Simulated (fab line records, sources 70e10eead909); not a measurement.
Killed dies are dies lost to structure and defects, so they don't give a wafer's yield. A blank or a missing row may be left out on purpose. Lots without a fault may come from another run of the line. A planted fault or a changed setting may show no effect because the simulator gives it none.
Which tool did it? | flow nand_harc | 23 lots, 69 wafers sampled, at 3 steps of a route of 1159

WHAT THE GAUGES READ, wafer by wafer
NHARC_A_SOURCE_PLATE_THK_MEAS_06: measures by ellipsometry. Usual: thk_nm 201.0 nm, standard deviation 2.3.
lot  | measured     | on            | thk_nm (nm)       | flag
L074 | day 7 14:19  | film_metro-01 | 199.9 200.1 199.9 |
L076 | day 7 21:14  | film_metro-01 | 195.4 200.0 196.5 |
L075 | day 8 00:53  | film_metro-02 | 201.9 200.3 199.6 |
L077 | day 8 00:53  | film_metro-01 | 203.8 205.1 203.4 |
L078 | day 8 17:09  | film_metro-02 | 201.1 201.5 200.6 |
L079 | day 8 17:09  | film_metro-01 | 196.8 202.6 196.7 |
L080 | day 8 17:09  | film_metro-02 | 201.9 201.2 200.8 |
L081 | day 9 01:26  | film_metro-02 | 200.9 202.1 203.1 |
L082 | day 9 11:56  | film_metro-02 | 194.6 197.9 199.0 |
L083 | day 9 18:01  | film_metro-01 | 202.7 205.6 204.4 |
L085 | day 10 07:16 | film_metro-02 | 198.5 200.1 199.3 |
L084 | day 10 07:16 | film_metro-01 | 199.8 201.9 200.5 |
L086 | day 10 16:59 | film_metro-02 | 205.1 206.0 205.3 |
L087 | day 10 16:59 | film_metro-01 | 200.1 203.2 203.3 |
L088 | day 11 11:36 | film_metro-01 | 202.4 200.8 201.0 |
L089 | day 11 11:36 | film_metro-02 | 203.9 204.4 203.5 |
L091 | day 11 18:25 | film_metro-02 | 199.4 200.2 201.4 |
L090 | day 11 18:25 | film_metro-02 | 200.5 200.5 201.1 |
L092 | day 11 18:26 | film_metro-01 | 201.7 198.7 201.4 |
L094 | day 12 11:07 | film_metro-02 | 200.2 199.6 199.9 |
L095 | day 12 21:33 | film_metro-02 | 202.3 202.0 197.3 |
L096 | day 12 21:33 | film_metro-01 | 201.8 202.2 201.7 |
L097 | day 13 03:36 | film_metro-02 | 199.5 200.3 198.9 |

WHICH TOOL RAN EACH LOT (tool, then ch and the chambers of the sampled wafers, then the start)
lot  | NHARC_P_M2_STRIP_18                | NHARC_A_ZERO_WELL_ETCH_13
L074 | rie_diel-02 ch 1,2,3, day 6 07:40  | rie_si-01 ch 0,2,3, day 6 16:19
L076 | rie_diel-02 ch 1,2,3, day 6 14:55  | rie_si-05 ch 0,1,2, day 6 23:37
L075 | rie_diel-06 ch 1,2, day 6 18:27    | rie_si-01 ch 0,1, day 7 03:17
L077 | rie_diel-06 ch 2,3, day 6 19:40    | rie_si-05 ch 1,3, day 7 04:41
L078 | rie_diel-06 ch 0,3, day 7 09:04    | rie_si-04 ch 0,1,2, day 7 17:28
L079 | rie_diel-06 ch 0,2,3, day 7 09:43  | rie_si-05 ch 1,2, day 7 18:31
L080 | rie_diel-06 ch 0,1,2, day 7 10:53  | rie_si-01 ch 0,1,3, day 7 19:22
L081 | rie_diel-06 ch 1,2, day 7 18:45    | rie_si-01 ch 0,2,3, day 8 03:38
L082 | rie_diel-06 ch 0,2,3, day 8 03:25  | rie_si-05 ch 0,2, day 8 11:55
L083 | rie_diel-06 ch 0,1,3, day 8 09:57  | rie_si-01 ch 2,3, day 8 18:18
L085 | rie_diel-06 ch 0,1,3, day 8 19:01  | rie_si-04 ch 0,1,2, day 9 03:28
L084 | rie_diel-11 ch 0,1, day 8 20:02    | rie_si-01 ch 0,1,2, day 9 04:55
L086 | rie_diel-11 ch 1,2,3, day 9 08:45  | rie_si-05 ch 0,2,3, day 9 17:04
L087 | rie_diel-11 ch 0,1,2, day 9 09:49  | rie_si-01 ch 1,2,3, day 9 18:22
L088 | rie_diel-02 ch 0,2,3, day 10 05:55 | rie_si-01 ch 0,2,3, day 10 14:22
L089 | rie_diel-06 ch 1,2,3, day 10 07:52 | rie_si-04 ch 0,3, day 10 16:07
L091 | rie_diel-06 ch 1,2,3, day 10 10:37 | rie_si-05 ch 0,1,2, day 10 19:17
L090 | rie_diel-02 ch 2,3, day 10 11:39   | rie_si-01 ch 0,3, day 10 20:13
L092 | rie_diel-11 ch 0,1,3, day 10 14:30 | rie_si-04 ch 0,1,3, day 10 22:59
L094 | rie_diel-02 ch 0,2,3, day 11 04:41 | rie_si-01 ch 0,2,3, day 11 13:13
L095 | rie_diel-06 ch 0,1,3, day 11 15:37 | rie_si-04 ch 0,3, day 11 23:55
L096 | rie_diel-02 ch 1,2, day 11 16:11   | rie_si-01 ch 0,3, day 12 00:39
L097 | rie_diel-11 ch 1,2,3, day 11 21:26 | rie_si-04 ch 0,1,3, day 12 05:47
- NHARC_P_M2_STRIP_18: strips in N2/H2.
- NHARC_A_ZERO_WELL_ETCH_13: etches the open film in HBr/Cl2, target depth 120 nm, time 40.1 s.

WHAT THE TOOLS THEMSELVES READ (means of the sampled wafers that have a number; where no wafer has one, the mark that the record gives instead)
NHARC_P_M2_STRIP_18. Usual: drypump_motor_current_A 5.7 A, standard deviation 0.5; oes_product_au 0.998 a.u., standard deviation 0.0093; rf_vpp_V 90.6 V, standard deviation 0.88; showerhead_plenum_p_Torr 2.02 Torr, standard deviation 0.091; throttle_valve_pct 14.171 %, standard deviation 0.0086.
lot  | tool        | drypump_motor_current_A (A) | oes_product_au (a.u.) | rf_vpp_V (V) | showerhead_plenum_p_Torr (Torr) | throttle_valve_pct (%) | flag
L074 | rie_diel-02 | 5.5                         | 1.007                 | 91.0         | 2.01                            | 14.169                 |
L076 | rie_diel-02 | 5.5                         | 1.001                 | 90.3         | 2.01                            | 14.167                 |
L075 | rie_diel-06 | 5.4                         | 1.004                 | 90.0         | 1.93                            | 14.155                 |
L077 | rie_diel-06 | 6.0                         | 0.999                 | 90.1         | 1.94                            | 14.167                 |
L078 | rie_diel-06 | 6.3                         | 0.989                 | 90.4         | 2.09                            | 14.159                 |
L079 | rie_diel-06 | 6.0                         | 0.995                 | 90.9         | 2.04                            | 14.169                 |
L080 | rie_diel-06 | 5.5                         | 0.997                 | 90.6         | 2.02                            | 14.171                 |
L081 | rie_diel-06 | 5.4                         | 1.001                 | 90.3         | 1.93                            | 14.168                 |
L082 | rie_diel-06 | 6.0                         | 1.001                 | 91.2         | 2.04                            | 14.169                 |
L083 | rie_diel-06 | 5.8                         | 1.001                 | 91.2         | 2.06                            | 14.166                 |
L085 | rie_diel-06 | 5.9                         | 1.004                 | 91.2         | 2.06                            | 14.163                 |
L084 | rie_diel-11 | 6.2                         | 0.987                 | 91.6         | 2.04                            | 14.170                 |
L086 | rie_diel-11 | 5.8                         | 1.004                 | 90.7         | 2.00                            | 14.173                 |
L087 | rie_diel-11 | 6.0                         | 0.983                 | 90.3         | 2.02                            | 14.172                 |
L088 | rie_diel-02 | 5.3                         | 0.997                 | 90.3         | 2.03                            | 14.170                 |
L089 | rie_diel-06 | 5.9                         | 1.002                 | 90.0         | 1.96                            | 14.172                 |
L091 | rie_diel-06 | 5.9                         | 1.000                 | 90.5         | 1.96                            | 14.167                 |
L090 | rie_diel-02 | 5.5                         | 0.999                 | 91.1         | 2.00                            | 14.165                 |
L092 | rie_diel-11 | 6.0                         | 0.989                 | 90.7         | 2.03                            | 14.169                 |
L094 | rie_diel-02 | 5.3                         | 1.004                 | 90.9         | 2.03                            | 14.175                 |
L095 | rie_diel-06 | 5.8                         | 0.996                 | 90.8         | 2.06                            | 14.171                 |
L096 | rie_diel-02 | 5.4                         | 0.998                 | 90.2         | 2.01                            | 14.173                 |
L097 | rie_diel-11 | 5.8                         | 0.999                 | 90.9         | 1.99                            | 14.177                 |

NHARC_A_ZERO_WELL_ETCH_13. Usual: drypump_motor_current_A 5.8 A, standard deviation 0.38; he_backside_leak_sccm 2.73 sccm, standard deviation 0.27; mfc_cl2_sccm 49.98 sccm, standard deviation 0.15; oes_product_au 1.000 a.u., standard deviation 0.0096; throttle_valve_pct 26.405 %, standard deviation 0.0092.
lot  | tool      | drypump_motor_current_A (A) | he_backside_leak_sccm (sccm) | mfc_cl2_sccm (sccm) | oes_product_au (a.u.) | throttle_valve_pct (%) | flag
L074 | rie_si-01 | 5.9                         | 2.75                         | 49.82               | 1.003                 | 26.412                 |
L076 | rie_si-05 | 5.7                         | 2.57                         | 49.91               | 1.001                 | 26.409                 |
L075 | rie_si-01 | 5.8                         | 2.72                         | 49.97               | 1.010                 | 26.412                 |
L077 | rie_si-05 | 6.1                         | 2.86                         | 49.94               | 0.991                 | 26.407                 |
L078 | rie_si-04 | 6.0                         | 2.62                         | 50.10               | 0.985                 | 26.396                 |
L079 | rie_si-05 | 5.6                         | 2.52                         | 50.17               | 0.996                 | 26.395                 |
L080 | rie_si-01 | 5.8                         | 2.69                         | 50.08               | 1.005                 | 26.402                 |
L081 | rie_si-01 | 5.9                         | 2.84                         | 50.06               | 1.006                 | 26.409                 |
L082 | rie_si-05 | 5.8                         | 2.77                         | 50.08               | 1.002                 | 26.401                 |
L083 | rie_si-01 | 6.3                         | 3.01                         | 49.96               | 1.002                 | 26.409                 |
L085 | rie_si-04 | 6.0                         | 2.65                         | 50.02               | 0.996                 | 26.410                 |
L084 | rie_si-01 | 6.0                         | 2.77                         | 49.98               | 1.016                 | 26.405                 |
L086 | rie_si-05 | 5.8                         | 2.75                         | 50.08               | 0.997                 | 26.401                 |
L087 | rie_si-01 | 6.1                         | 2.85                         | 50.04               | 1.003                 | 26.404                 |
L088 | rie_si-01 | 5.9                         | 2.77                         | 50.03               | 0.999                 | 26.415                 |
L089 | rie_si-04 | 5.5                         | 2.48                         | 49.78               | 0.994                 | 26.411                 |
L091 | rie_si-05 | 5.7                         | 2.50                         | 49.99               | 0.998                 | 26.404                 |
L090 | rie_si-01 | 5.6                         | 2.73                         | 49.94               | 1.001                 | 26.396                 |
L092 | rie_si-04 | 5.6                         | 3.12                         | 49.82               | 1.003                 | 26.406                 |
L094 | rie_si-01 | 5.9                         | 2.78                         | 49.88               | 1.002                 | 26.409                 |
L095 | rie_si-04 | 5.5                         | 2.40                         | 50.03               | 0.992                 | 26.400                 |
L096 | rie_si-01 | 5.7                         | 2.68                         | 49.98               | 1.002                 | 26.405                 |
L097 | rie_si-04 | 5.7                         | 2.45                         | 49.92               | 0.995                 | 26.408                 |

THE ANSWER, worked out from the rows above alone
Rule: a lot is off if the mean of its wafers that have a number lies more than 3 standard deviations from the usual mean. A lot without any number at a reading at which 4 lots or more have one is off too. The other lots that the step has rows for count as sound. The gauges are gone through in route order, then the tools' own readings, and for those a lot's mean is taken as printed above. The first step at which some lot is off is used, and at that step the reading that is off furthest; a lot without a number counts as furthest.
No lot is off at any reading shown: from this, nothing can be told.

WHAT THE SIMULATOR HAD PUT IN
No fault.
